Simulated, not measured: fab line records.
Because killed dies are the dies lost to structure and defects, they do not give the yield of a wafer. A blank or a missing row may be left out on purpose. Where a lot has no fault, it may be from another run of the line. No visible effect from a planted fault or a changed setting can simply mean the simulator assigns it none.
Which of the tools did it? ; flow nand harc ; 12 lots with 36 wafers sampled at 5 steps, on a route of 1302 steps

== WHAT EACH GAUGE READ, for each wafer ==
NHARC_END_SORT_01. Usual: killed at array 55, standard deviation 17; killed at other 1.1, standard deviation 1.4; killed at periphery 3.9, standard deviation 3; killed dies 59, standard deviation 17; killed open 3.5, standard deviation 2; killed short 2.6, standard deviation 1.6.
lot;measured;on;killed at array;killed at other;killed at periphery;killed dies;killed open;killed short;flag
L904;day 26 11:08;prober-01;32 60 47;5 5 1;14 14 15;51 79 63;1 4 5;4 6 2;OFF
L908;day 27 23:43;prober-01;26 40 43;2 3 1;2 3 4;30 46 48;5 6 2;3 4 3;
L916;day 30 23:14;prober-02;115 123 100;0 1 0;2 4 4;117 128 104;5 9 5;4 3 5;OFF
L915;day 30 13:58;prober-02;122 125 115;0 0 0;0 0 2;122 125 117;2 2 2;1 3 2;OFF
L917;day 31 01:08;prober-01;29 28 23;4 3 2;5 3 3;38 34 28;3 2 8;7 2 2;

== WHAT TOOL EACH LOT RAN ON (gives the tool, then ch and the chambers of the sampled wafers, and finally the start) ==
lot;NHARC_A_SGD_CUT_ETCH_15;NHARC_THIN_TSV_CMP_21;NHARC_THIN_TSV_DEGAS_53;NHARC_THIN_TSV_ETCH_36
L900;rie diel-13 ch 0,3, day 19 08:35;cmp-01 ch 1,2,3, day 24 10:26;pvd sputter-03, day 24 10:53;rie metal-01 ch 0,1, day 24 12:26
L904;rie diel-13 ch 0,2,3, day 20 21:44;cmp-01 ch 1,2, day 26 01:45;pvd sputter-01, day 26 02:12;rie metal-01 ch 0,1, day 26 03:54
L906;rie diel-13 ch 0,2,3, day 22 07:59;cmp-04 ch 0,1,3, day 27 01:32;pvd sputter-02, day 27 01:59;rie metal-03 ch 0,1, day 27 03:40
L908;rie diel-02 ch 1,2,3, day 22 23:23;cmp-03 ch 1,3, day 27 12:59;pvd sputter-02, day 27 13:25;rie metal-03 ch 0,1, day 27 15:08
L916;rie diel-13 ch 0,1,3, day 25 15:08;cmp-01 ch 0,1,2, day 30 10:51;pvd sputter-02, day 30 11:16;rie metal-01 ch 0,1, day 30 12:49
L915;rie diel-13 ch 0,1,2, day 25 16:20;cmp-03 ch 0,3, day 30 04:37;pvd sputter-02, day 30 05:04;rie metal-02 ch 0,1, day 30 06:44
L917;rie diel-02 ch 0,1,2, day 25 22:20;cmp-01 ch 1,2, day 30 15:01;pvd sputter-02, day 30 15:28;rie metal-03 ch 0,1, day 30 17:02
L918;rie diel-02 ch 1,2,3, day 26 17:26;cmp-03 ch 0,1,2, day 31 06:26;pvd sputter-02, day 31 06:52;rie metal-01 ch 0,1, day 31 08:33
L920;rie diel-05 ch 0,1,3, day 27 05:37;cmp-01 ch 0,2,3, day 31 21:58;pvd sputter-02, day 31 22:25;rie metal-02 ch 0,1, day 32 00:06
L921;rie diel-13 ch 0,1,3, day 27 23:25;cmp-01 ch 0,1,3, day 33 00:32;pvd sputter-03, day 33 00:59;rie metal-02 ch 0, day 33 02:56
L922;rie diel-05 ch 0,2,3, day 28 16:52;cmp-01 ch 1,2,3, day 33 08:01;pvd sputter-03, day 33 08:25;rie metal-02 ch 1, day 33 10:07
L923;rie diel-13 ch 0,1,3, day 28 17:11;cmp-04 ch 0,1,2, day 33 09:05;pvd sputter-02, day 33 09:32;rie metal-01 ch 0,1, day 33 11:13
- NHARC_A_SGD_CUT_ETCH_15: etches the open film in CH3F/O2, target depth 75 nm, time 64.3 s.
- NHARC_THIN_TSV_CMP_21: polishes, t overpolish 30 s, target thk 2000 nm.
- NHARC_THIN_TSV_DEGAS_53: time 60 s.
- NHARC_THIN_TSV_ETCH_36: etches the open film in Cl2/BCl3, target depth 65 nm, time 18.571 s.

== AS READ BY THE TOOLS THEMSELVES (means over the sampled wafers that have a number; for cases with no such wafer, the mark the record gives instead) ==
NHARC_A_SGD_CUT_ETCH_15. Usual: drypump motor current A 5.8 A, standard deviation 0.53; oes product au 0.959 a.u., standard deviation 0.017; rf fwd power W 495.6 W, standard deviation 1.9; rf vpp V 264.0 V, standard deviation 1.9; showerhead plenum p Torr 2.47 Torr, standard deviation 0.12; throttle valve pct 20.663 %, standard deviation 0.009.
lot;tool;drypump motor current A (A);oes product au (a.u.);rf fwd power W (W);rf vpp V (V);showerhead plenum p Torr (Torr);throttle valve pct (%);flag
L900;rie diel-13;5.6;0.971;497.5;266.0;2.58;20.668;
L904;rie diel-13;5.4;0.966;494.7;266.0;2.59;20.657;
L906;rie diel-13;5.5;0.957;496.4;265.7;2.59;20.662;
L908;rie diel-02;5.8;0.934;495.0;263.7;2.44;20.664;
L916;rie diel-13;5.7;0.960;495.6;265.0;2.52;20.658;
L915;rie diel-13;5.5;0.963;496.8;265.2;2.53;20.666;
L917;rie diel-02;5.5;0.963;493.5;262.1;2.35;20.656;
L918;rie diel-02;5.9;0.960;493.7;264.7;2.43;20.662;
L920;rie diel-05;6.2;0.964;496.8;264.2;2.48;20.666;
L921;rie diel-13;5.7;0.961;496.2;265.0;2.52;20.662;
L922;rie diel-05;5.9;0.969;497.0;264.3;2.43;20.668;
L923;rie diel-13;5.7;0.963;495.4;264.9;2.52;20.663;

NHARC_THIN_TSV_CMP_21. Usual: edge zone pressure frac 1.000, standard deviation 0.0052; motor current A 12.5 A, standard deviation 1.5; overpolish run s 29.999 s, standard deviation 0.0099; pad life wafers 189, standard deviation 120.
lot;tool;edge zone pressure frac;motor current A (A);overpolish run s (s);pad life wafers;flag
L900;cmp-01;0.999;12.8;30.010;242;
L904;cmp-01;0.998;11.7;30.009;396;
L906;cmp-04;1.004;12.7;30.000;73;
L908;cmp-03;0.998;12.9;30.002;338;
L916;cmp-01;0.999;12.7;29.999;8;
L915;cmp-03;1.000;12.4;29.999;175;
L917;cmp-01;0.997;11.4;30.012;18;
L918;cmp-03;1.002;12.6;29.998;332;
L920;cmp-01;0.999;13.2;29.994;169;
L921;cmp-01;1.002;11.6;30.003;272;
L922;cmp-01;1.005;12.9;30.009;314;
L923;cmp-04;0.999;12.7;30.001;235;

NHARC_THIN_TSV_DEGAS_53. Usual: heater power w 435 W, standard deviation 38.
lot;tool;heater power w (W);flag
L900;pvd sputter-03;424;
L904;pvd sputter-01;459;
L906;pvd sputter-02;421;
L908;pvd sputter-02;427;
L916;pvd sputter-02;407;
L915;pvd sputter-02;397;
L917;pvd sputter-02;406;
L918;pvd sputter-02;412;
L920;pvd sputter-02;403;
L921;pvd sputter-03;429;
L922;pvd sputter-03;392;
L923;pvd sputter-02;422;

NHARC_THIN_TSV_ETCH_36. Usual: drypump motor current A 5.2 A, standard deviation 0.36; oes product au 1.001 a.u., standard deviation 0.0076.
lot;tool;drypump motor current A (A);oes product au (a.u.);flag
L900;rie metal-01;5.5;1.004;
L904;rie metal-01;5.4;0.997;
L906;rie metal-03;5.3;0.991;
L908;rie metal-03;5.3;0.990;
L916;rie metal-01;5.4;0.996;
L915;rie metal-02;4.8;0.998;
L917;rie metal-03;5.3;0.999;
L918;rie metal-01;5.5;1.000;
L920;rie metal-02;4.8;1.003;
L921;rie metal-02;4.6;1.003;
L922;rie metal-02;5.1;1.000;
L923;rie metal-01;5.5;0.991;

== THE ANSWER, worked out from the rows above alone ==
Rule: take the mean of a lot's wafers that have a number; if it is more than 3 standard deviations from the usual mean, the lot is off. A lot without any number at a reading at which 4 lots or more have one is off too. The other lots that the step has rows for count as sound. After the gauges, taken in route order, come the tools' own readings; for these a lot's mean is taken, as printed above. At the first step where some lot is off, the reading lying furthest off is the one used; lots without a number count as furthest.
Off: L916, L915 (NHARC_END_SORT_01, killed at array). Neither off nor sound, because the step has no rows for them: L900, L906, L918, L920, L921, L922, L923.
A tool fits if, at a process step before that reading, it ran every lot that is off, and no sound lot after the first of them. The gauges at NHARC_END_SORT_01 are tried like those tools. This does not decide it: 2 tools fit, namely rie diel-13 at NHARC_A_SGD_CUT_ETCH_15 and prober-02 at NHARC_END_SORT_01.

== WHAT THE SIMULATOR HAD INSERTED ==
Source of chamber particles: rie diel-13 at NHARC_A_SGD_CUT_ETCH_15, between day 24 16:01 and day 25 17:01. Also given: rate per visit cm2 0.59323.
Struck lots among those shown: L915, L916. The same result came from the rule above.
